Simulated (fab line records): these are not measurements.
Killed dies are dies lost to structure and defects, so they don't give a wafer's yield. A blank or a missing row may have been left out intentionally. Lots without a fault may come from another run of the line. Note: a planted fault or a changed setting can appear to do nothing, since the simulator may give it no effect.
Chamber matching | flow nand-harc | NHARC_A_CHANNEL_FILL_D2_ALD_14 on ald-hk-03: 4 sister chambers
The step deposits SiO2, target thk 2.5 nm, pulse time 10 s, ald cycles 25. 8 wafers are shown with their chamber, then 7 later ones without.

WAFERS PAIRED WITH THEIR CHAMBERS
wafer  | chamber | heater-power-w (W) | precursor-pulse-height-rel
L530.3 | 2       | 451                | 1.003
L532.3 | 0       | 444                | 1.005
L534.3 | 0       | 441                | 0.959
L534.5 | 1       | 542                | 1.005
L535.2 | 3       | 489                | 0.988
L535.4 | 2       | 448                | 0.999
L541.1 | 3       | 514                | 1.017
L541.4 | 1       | 551                | 1.003

WAFERS WHOSE CHAMBER IS MISSING
wafer  | heater-power-w (W) | precursor-pulse-height-rel
L541.6 | 451                | 0.994
L546.2 | 520                | 0.995
L546.3 | 567                | 0.977
L546.6 | 521                | 1.008
L549.3 | 460                | 0.978
L549.5 | 522                | 0.982
L549.6 | 450                | 0.979

WHICH CHAMBER EACH ONE RAN IN
wafer  | from the rows above     | in truth
L541.6 | can't be placed: 2 or 0 | 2
L546.2 | can't be placed: 3 or 1 | 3
L546.3 | 1                       | 1
L546.6 | can't be placed: 3 or 1 | 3
L549.3 | can't be placed: 2 or 0 | 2
L549.5 | can't be placed: 3 or 1 | 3
L549.6 | can't be placed: 0 or 2 | 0
Correctly placed: 1 of 7. Not placeable from these rows: 6 (in 6, the candidates include the true chamber). Number placed wrongly: 0.
How it was worked out, from the rows above alone: a wafer's distance from a chamber is the root of the sum, over the readings, of the square of ((its reading less the chamber's mean) divided by the reading's scatter). If the next closest chamber is less than 2 further off than the closest, the wafer can't be placed; otherwise it belongs to the closest. Each chamber's mean is taken over the wafers shown for it. How the scatter is found: for the shown wafers, subtract from each reading the mean of its chamber, square and add these, divide the total by (wafers less chambers), then take the root.
